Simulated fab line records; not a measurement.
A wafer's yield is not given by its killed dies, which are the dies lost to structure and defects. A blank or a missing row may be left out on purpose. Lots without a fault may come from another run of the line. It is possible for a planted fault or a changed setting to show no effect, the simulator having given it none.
Which of the tools did it? :: flow n5_finfet :: 24 lots, 72 wafers sampled, at 3 steps of a route of 1938

## WHAT THE GAUGES SHOWED, per wafer
N5_HKMG_FIN_INSPECT_14: inspects for defects (macro).
lot: L074
measured: day 4 04:08
on: defect_inspect-01
raw_defect_count: 0 2 1

lot: L075
measured: day 4 07:09
on: defect_inspect-01
raw_defect_count: 5 3 3

lot: L076
measured: day 4 14:22
on: defect_inspect-02
raw_defect_count: 1 2 1

lot: L077
measured: day 4 19:27
on: defect_inspect-02
raw_defect_count: 1 0 4

lot: L078
measured: day 5 03:43
on: defect_inspect-01
raw_defect_count: 3 2 3

lot: L079
measured: day 5 10:17
on: defect_inspect-01
raw_defect_count: 3 1 2

lot: L080
measured: day 5 15:35
on: defect_inspect-01
raw_defect_count: 2 1 1

lot: L081
measured: day 5 22:55
on: defect_inspect-02
raw_defect_count: 3 1 3

lot: L082
measured: day 6 05:47
on: defect_inspect-02
raw_defect_count: 3 0 4

lot: L083
measured: day 6 11:44
on: defect_inspect-02
raw_defect_count: 2 3 3

lot: L084
measured: day 6 20:39
on: defect_inspect-01
raw_defect_count: 2 2 1

lot: L085
measured: day 6 22:34
on: defect_inspect-02
raw_defect_count: 0 3 2

lot: L086
measured: day 7 10:11
on: defect_inspect-01
raw_defect_count: 2 5 1

lot: L087
measured: day 7 13:31
on: defect_inspect-02
raw_defect_count: 2 4 2

lot: L088
measured: day 7 16:55
on: defect_inspect-02
raw_defect_count: 2 2 0

lot: L089
measured: day 8 02:35
on: defect_inspect-02
raw_defect_count: 2 1 1

lot: L090
measured: day 8 05:47
on: defect_inspect-02
raw_defect_count: 1 2 3

lot: L091
measured: day 8 13:11
on: defect_inspect-02
raw_defect_count: 1 1 2

lot: L092
measured: day 8 21:49
on: defect_inspect-01
raw_defect_count: 3 3 1

lot: L093
measured: day 8 23:20
on: defect_inspect-01
raw_defect_count: 1 3 5

lot: L094
measured: day 9 09:17
on: defect_inspect-02
raw_defect_count: 2 2 3

lot: L095
measured: day 9 13:40
on: defect_inspect-01
raw_defect_count: 3 1 3

lot: L096
measured: day 9 22:38
on: defect_inspect-01
raw_defect_count: 2 3 4

lot: L097
measured: day 10 07:27
on: defect_inspect-01
raw_defect_count: 2 1 4

N5_GATE_CUT_OVL_MEAS_14.
lot: L074
measured: day 4 12:57
on: overlay-02
GATE_CUT_OVL (nm): 0.5 -0.1 0.0

lot: L075
measured: day 4 15:28
on: overlay-02
GATE_CUT_OVL (nm): 0.7 -0.4 -0.5

lot: L076
measured: day 4 22:25
on: overlay-02
GATE_CUT_OVL (nm): 0.3 -0.1 -0.1

lot: L077
measured: day 5 04:00
on: overlay-01
GATE_CUT_OVL (nm): -1.2 -0.3 -0.5

lot: L078
measured: day 5 12:48
on: overlay-02
GATE_CUT_OVL (nm): -0.7 -0.8 0.1

lot: L079
measured: day 5 19:17
on: overlay-02
GATE_CUT_OVL (nm): 0.3 -0.3 -0.5

lot: L080
measured: day 5 23:47
on: overlay-02
GATE_CUT_OVL (nm): 0.6 0.6 0.7

lot: L081
measured: day 6 06:59
on: overlay-01
GATE_CUT_OVL (nm): -1.0 -0.1 -1.2

lot: L082
measured: day 6 13:49
on: overlay-02
GATE_CUT_OVL (nm): -0.1 -1.1 -0.2

lot: L083
measured: day 6 20:34
on: overlay-02
GATE_CUT_OVL (nm): -0.7 -0.4 -0.1

lot: L084
measured: day 7 05:04
on: overlay-01
GATE_CUT_OVL (nm): 0.5 -0.4 0.4

lot: L085
measured: day 7 06:53
on: overlay-01
GATE_CUT_OVL (nm): -0.8 -0.9 -1.0

lot: L086
measured: day 7 18:56
on: overlay-01
GATE_CUT_OVL (nm): -0.4 -0.5 -0.4

lot: L087
measured: day 7 22:13
on: overlay-02
GATE_CUT_OVL (nm): -0.2 0.4 0.4

lot: L088
measured: day 8 01:52
on: overlay-01
GATE_CUT_OVL (nm): 0.4 -1.1 -0.3

lot: L089
measured: day 8 11:09
on: overlay-01
GATE_CUT_OVL (nm): -0.5 -0.5 -0.5

lot: L090
measured: day 8 14:56
on: overlay-01
GATE_CUT_OVL (nm): -0.2 -0.4 -0.7

lot: L091
measured: day 8 21:24
on: overlay-02
GATE_CUT_OVL (nm): -1.0 -0.8 -0.3

lot: L092
measured: day 9 07:46
on: overlay-02
GATE_CUT_OVL (nm): -0.5 0.1 -1.0

lot: L093
measured: day 9 07:49
on: overlay-02
GATE_CUT_OVL (nm): -1.0 -1.2 -1.2

lot: L094
measured: day 9 17:39
on: overlay-01
GATE_CUT_OVL (nm): 0.6 -0.9 0.4

lot: L095
measured: day 9 21:52
on: overlay-02
GATE_CUT_OVL (nm): -0.6 -1.0 -0.4

lot: L096
measured: day 10 07:05
on: overlay-01
GATE_CUT_OVL (nm): 0.2 -0.5 -0.6

lot: L097
measured: day 10 15:56
on: overlay-02
GATE_CUT_OVL (nm): -1.8 -1.3 -1.7

## EACH LOT AND THE TOOL THAT RAN IT (in order: tool; ch and the chambers of the sampled wafers; start)
lot: L074
N5_HKMG_FIN_ETCH_35: rie_diel-05 ch 0,3, day 4 04:34

lot: L075
N5_HKMG_FIN_ETCH_35: rie_diel-03 ch 1,3, day 4 07:39

lot: L076
N5_HKMG_FIN_ETCH_35: rie_diel-05 ch 1,3, day 4 14:42

lot: L077
N5_HKMG_FIN_ETCH_35: rie_diel-02 ch 0,3, day 4 19:55

lot: L078
N5_HKMG_FIN_ETCH_35: rie_diel-03 ch 0,1,3, day 5 04:04

lot: L079
N5_HKMG_FIN_ETCH_35: rie_diel-02 ch 0,2,3, day 5 10:37

lot: L080
N5_HKMG_FIN_ETCH_35: rie_diel-03 ch 0,2,3, day 5 15:55

lot: L081
N5_HKMG_FIN_ETCH_35: rie_diel-05 ch 0,1, day 5 23:15

lot: L082
N5_HKMG_FIN_ETCH_35: rie_diel-02 ch 1,2,3, day 6 06:08

lot: L083
N5_HKMG_FIN_ETCH_35: rie_diel-03 ch 0,3, day 6 12:33

lot: L084
N5_HKMG_FIN_ETCH_35: rie_diel-03 ch 0,1,2, day 6 20:59

lot: L085
N5_HKMG_FIN_ETCH_35: rie_diel-05 ch 0,2, day 6 22:54

lot: L086
N5_HKMG_FIN_ETCH_35: rie_diel-02 ch 1,2,3, day 7 10:35

lot: L087
N5_HKMG_FIN_ETCH_35: rie_diel-05 ch 0,1,2, day 7 14:02

lot: L088
N5_HKMG_FIN_ETCH_35: rie_diel-02 ch 1,2,3, day 7 17:25

lot: L089
N5_HKMG_FIN_ETCH_35: rie_diel-02 ch 0,1,3, day 8 03:11

lot: L090
N5_HKMG_FIN_ETCH_35: rie_diel-03 ch 1,2,3, day 8 06:08

lot: L091
N5_HKMG_FIN_ETCH_35: rie_diel-02 ch 1,2, day 8 13:32

lot: L092
N5_HKMG_FIN_ETCH_35: rie_diel-05 ch 0,3, day 8 22:09

lot: L093
N5_HKMG_FIN_ETCH_35: rie_diel-02 ch 0,3, day 8 23:40

lot: L094
N5_HKMG_FIN_ETCH_35: rie_diel-02 ch 0,3, day 9 09:53

lot: L095
N5_HKMG_FIN_ETCH_35: rie_diel-03 ch 0,3, day 9 14:00

lot: L096
N5_HKMG_FIN_ETCH_35: rie_diel-05 ch 0,1, day 9 22:58

lot: L097
N5_HKMG_FIN_ETCH_35: rie_diel-03 ch 2,3, day 10 07:47
- N5_HKMG_FIN_ETCH_35: etches SOC in N2/H2, target depth 215.8 nm, time 243.4 s.

## AS READ BY THE TOOLS THEMSELVES (means over the sampled wafers that have a number; for cases with no such wafer, the mark the record gives instead)
N5_HKMG_FIN_ETCH_35.
lot: L074
tool: rie_diel-05
drypump_motor_current_A (A): 6.3
oes_product_au (a.u.): 0.74
rf_vpp_V (V): 142.7
showerhead_plenum_p_Torr (Torr): 2.65
throttle_valve_pct (%): 18.01

lot: L075
tool: rie_diel-03
drypump_motor_current_A (A): 6.0
oes_product_au (a.u.): 0.76
rf_vpp_V (V): 141.3
showerhead_plenum_p_Torr (Torr): 2.55
throttle_valve_pct (%): 17.66

lot: L076
tool: rie_diel-05
drypump_motor_current_A (A): 6.0
oes_product_au (a.u.): 0.74
rf_vpp_V (V): 142.0
showerhead_plenum_p_Torr (Torr): 2.64
throttle_valve_pct (%): 18.13

lot: L077
tool: rie_diel-02
drypump_motor_current_A (A): 6.1
oes_product_au (a.u.): 0.86
rf_vpp_V (V): 140.8
showerhead_plenum_p_Torr (Torr): 2.44
throttle_valve_pct (%): 17.77

lot: L078
tool: rie_diel-03
drypump_motor_current_A (A): 6.2
oes_product_au (a.u.): 0.74
rf_vpp_V (V): 141.7
showerhead_plenum_p_Torr (Torr): 2.54
throttle_valve_pct (%): 17.76

lot: L079
tool: rie_diel-02
drypump_motor_current_A (A): 6.0
oes_product_au (a.u.): 0.79
rf_vpp_V (V): 141.3
showerhead_plenum_p_Torr (Torr): 2.44
throttle_valve_pct (%): 17.90

lot: L080
tool: rie_diel-03
drypump_motor_current_A (A): 5.9
oes_product_au (a.u.): 0.71
rf_vpp_V (V): 141.0
showerhead_plenum_p_Torr (Torr): 2.52
throttle_valve_pct (%): 17.81

lot: L081
tool: rie_diel-05
drypump_motor_current_A (A): 5.6
oes_product_au (a.u.): 0.72
rf_vpp_V (V): 142.3
showerhead_plenum_p_Torr (Torr): 2.62
throttle_valve_pct (%): 17.80

lot: L082
tool: rie_diel-02
drypump_motor_current_A (A): 5.7
oes_product_au (a.u.): 0.77
rf_vpp_V (V): 141.7
showerhead_plenum_p_Torr (Torr): 2.54
throttle_valve_pct (%): 17.88

lot: L083
tool: rie_diel-03
drypump_motor_current_A (A): 6.1
oes_product_au (a.u.): 0.72
rf_vpp_V (V): 141.4
showerhead_plenum_p_Torr (Torr): 2.54
throttle_valve_pct (%): 17.76

lot: L084
tool: rie_diel-03
drypump_motor_current_A (A): 6.1
oes_product_au (a.u.): 0.71
rf_vpp_V (V): 142.0
showerhead_plenum_p_Torr (Torr): 2.52
throttle_valve_pct (%): 17.84

lot: L085
tool: rie_diel-05
drypump_motor_current_A (A): 5.7
oes_product_au (a.u.): 0.80
rf_vpp_V (V): 142.4
showerhead_plenum_p_Torr (Torr): 2.58
throttle_valve_pct (%): 17.62

lot: L086
tool: rie_diel-02
drypump_motor_current_A (A): 5.7
oes_product_au (a.u.): 0.76
rf_vpp_V (V): 141.0
showerhead_plenum_p_Torr (Torr): 2.54
throttle_valve_pct (%): 17.89

lot: L087
tool: rie_diel-05
drypump_motor_current_A (A): 5.5
oes_product_au (a.u.): 0.79
rf_vpp_V (V): 141.2
showerhead_plenum_p_Torr (Torr): 2.57
throttle_valve_pct (%): 17.72

lot: L088
tool: rie_diel-02
drypump_motor_current_A (A): 5.7
oes_product_au (a.u.): 0.76
rf_vpp_V (V): 141.8
showerhead_plenum_p_Torr (Torr): 2.54
throttle_valve_pct (%): 17.89

lot: L089
tool: rie_diel-02
drypump_motor_current_A (A): 5.9
oes_product_au (a.u.): 0.79
rf_vpp_V (V): 140.8
showerhead_plenum_p_Torr (Torr): 2.48
throttle_valve_pct (%): 17.85

lot: L090
tool: rie_diel-03
drypump_motor_current_A (A): 5.9
oes_product_au (a.u.): 0.73
rf_vpp_V (V): 141.0
showerhead_plenum_p_Torr (Torr): 2.52
throttle_valve_pct (%): 17.77

lot: L091
tool: rie_diel-02
drypump_motor_current_A (A): 5.7
oes_product_au (a.u.): 0.69
rf_vpp_V (V): 142.5
showerhead_plenum_p_Torr (Torr): 2.54
throttle_valve_pct (%): 18.01

lot: L092
tool: rie_diel-05
drypump_motor_current_A (A): 6.0
oes_product_au (a.u.): 0.71
rf_vpp_V (V): 142.5
showerhead_plenum_p_Torr (Torr): 2.62
throttle_valve_pct (%): 17.91

lot: L093
tool: rie_diel-02
drypump_motor_current_A (A): 6.1
oes_product_au (a.u.): 0.82
rf_vpp_V (V): 141.3
showerhead_plenum_p_Torr (Torr): 2.42
throttle_valve_pct (%): 17.83

lot: L094
tool: rie_diel-02
drypump_motor_current_A (A): 6.1
oes_product_au (a.u.): 0.81
rf_vpp_V (V): 140.8
showerhead_plenum_p_Torr (Torr): 2.42
throttle_valve_pct (%): 17.84

lot: L095
tool: rie_diel-03
drypump_motor_current_A (A): 6.2
oes_product_au (a.u.): 0.68
rf_vpp_V (V): 141.8
showerhead_plenum_p_Torr (Torr): 2.51
throttle_valve_pct (%): 17.90

lot: L096
tool: rie_diel-05
drypump_motor_current_A (A): 5.3
oes_product_au (a.u.): 0.70
rf_vpp_V (V): 141.3
showerhead_plenum_p_Torr (Torr): 2.61
throttle_valve_pct (%): 17.95

lot: L097
tool: rie_diel-03
drypump_motor_current_A (A): 5.6
oes_product_au (a.u.): 0.93
rf_vpp_V (V): 140.8
showerhead_plenum_p_Torr (Torr): 2.50
throttle_valve_pct (%): 17.52

## THE ANSWER, worked out from the rows above alone
Rule: the lots themselves supply what counts as usual. Put in order of their means at a reading, lots are off if they are a third of the lots or fewer, leave a main group of 4 or more, and stand apart from it by a gap of 3 or more times the standard deviation of the main group's means; of several such gaps the widest counts. A main group is skipped when, at the precision printed for the reading in the tables above, its means are all equal. A lot without any number at a reading at which 4 lots or more have one is off too. All remaining lots with rows at the step are treated as sound. After the gauges, taken in route order, come the tools' own readings; for these a lot's mean is taken, as printed above. At the first step where some lot is off, the reading lying furthest off is the one used; lots without a number count as furthest.
Across all readings shown, no lot is off: no conclusion can be drawn from this.

## WHAT THE SIMULATOR HAD PUT IN
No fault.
